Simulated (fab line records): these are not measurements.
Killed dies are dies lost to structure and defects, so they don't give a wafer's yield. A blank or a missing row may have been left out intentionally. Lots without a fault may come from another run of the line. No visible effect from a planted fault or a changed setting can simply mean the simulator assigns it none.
Split-lot study -- flow n5Finfet -- 7 lots, 39 wafers read, on a route of 1938 steps

== ON THE SPLIT ==
At N5_DUMMY_GATE_ETCH_37 (etches SOC in N2/H2, target depth 60 nm, overetch 30 nm), the setting sourceW was moved away from the recipe's 840 W on 9 of the 39 wafers read, by -16.5% to -9.3%. All remaining wafers had this setting at the recipe value.

The reading is taken at the split's own step.

== THE READING ==
rfVppV, in V, at N5_DUMMY_GATE_ETCH_37 (etches SOC in N2/H2, target depth 60 nm, overetch 30 nm). Typical for fault-free wafers on this fab line: 524.7 V, with standard deviation 1.8 V.

wafer,"tool, chamber at the split","sourceW as run, W",against the recipe,"rfVppV, V",against lot-mates on the recipe
L074.1,"rieDiel-02, 3",840,recipe,523.5,-
L074.2,"rieDiel-02, 2",840,recipe,526.8,-
L074.3,"rieDiel-02, 1",840,recipe,524.7,-
L074.4,"rieDiel-02, 1",840,recipe,524.1,-
L074.5,"rieDiel-02, 2",840,recipe,527.4,-
L074.6,"rieDiel-02, 3",840,recipe,523.6,-
L080.1,"rieDiel-01, 0",840,recipe,526.2,-
L080.2,"rieDiel-01, 2",840,recipe,524.3,-
L080.3,"rieDiel-01, 1",840,recipe,527.7,-
L080.4,"rieDiel-01, 3",840,recipe,521.6,-
L080.5,"rieDiel-01, 1",840,recipe,526.6,-
L080.6,"rieDiel-01, 0",840,recipe,526.2,-
L082.1,"rieDiel-01, 0",761.6,-9.3%,543.4,+18.5
L082.2,"rieDiel-01, 1",840,recipe,526.5,-
L082.3,"rieDiel-01, 3",840,recipe,523.2,-
L082.4,"rieDiel-01, 2",761.6,-9.3%,543.0,+18.1
L082.5,"rieDiel-01, 1",761.6,-9.3%,544.6,+19.7
L082.6,"rieDiel-01, 0",840,recipe,525.1,-
L083.1,"rieDiel-06, 0",840,recipe,528.8,-
L083.2,"rieDiel-06, 3",840,recipe,522.3,-
L083.4,"rieDiel-06, 2",840,recipe,524.6,-
L087.1,"rieDiel-02, 0",701.1,-16.5%,557.8,+34.0
L087.2,"rieDiel-02, 2",840,recipe,525.9,-
L087.3,"rieDiel-02, 1",701.1,-16.5%,556.1,+32.3
L087.4,"rieDiel-02, 3",840,recipe,521.8,-
L087.5,"rieDiel-02, 3",840,recipe,523.7,-
L087.6,"rieDiel-02, 2",701.1,-16.5%,557.6,+33.8
L085.1,"rieDiel-01, 3",840,recipe,522.9,-
L085.2,"rieDiel-01, 1",713.9,-15.0%,556.4,+31.9
L085.3,"rieDiel-01, 2",713.9,-15.0%,552.5,+28.0
L085.4,"rieDiel-01, 0",840,recipe,524.8,-
L085.5,"rieDiel-01, 0",713.9,-15.0%,553.4,+28.9
L085.6,"rieDiel-01, 1",840,recipe,525.9,-
L092.1,"rieDiel-02, 0",840,recipe,524.9,-
L092.2,"rieDiel-02, 3",840,recipe,523.0,-
L092.3,"rieDiel-02, 1",840,recipe,523.1,-
L092.4,"rieDiel-02, 2",840,recipe,525.4,-
L092.5,"rieDiel-02, 2",840,recipe,525.5,-
L092.6,"rieDiel-02, 3",840,recipe,521.9,-

THE FIT
A straight line over all 39 wafers: rfVppV changes by -1.97 V for each +1% of sourceW; r = -0.99; the points scatter about the line by 1.7 V.
The same after taking each lot's own level away (the mean of its wafers on the recipe; 39 wafers): -2 V for each +1%; r = -0.99; scatter 1.7 V.
Per that fit: largest sourceW move, reading shift of 33 V.
The lots' own levels span 523.80 to 525.43 V, that is 0.9 times the standard deviation above.
Consequently the slope shifts little with the lot-to-lot level, the two slopes agreeing.
Check: +32.9 V against its lot-mates is what the line predicts for one of the wafers moved furthest among these (-16.5%) when that wafer is left out of the fit. Against them it came out at +34 V.
Tool readings at the split's step, against how far the setting was moved: rfVppV r = -0.99.

== OTHER SPLITS APPLIED TO THESE WAFERS ==
Before the reading, these wafers also passed through other splits. Each is held against what the fit with the lots' levels taken away leaves over:
other split on the same wafers,wafers away from the commonest value,r with rfVppV (lot level and that fit taken away)
N5_FIN_SAQP_HM_DEP_72 targetThkA,9,+0.03
N5_FIN_CUT_ETCH_21 biasW,12,-0.10
N5_FIN_CUT_CUT_ETCH_26 targetDepthA,18,-0.03
N5_DUMMY_GATE_EXPOSE_12 doseMj,12,+0.08

== THE FILE'S OWN FIT ==
rfVppV changes by -2 V for each +1% of sourceW, r = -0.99.
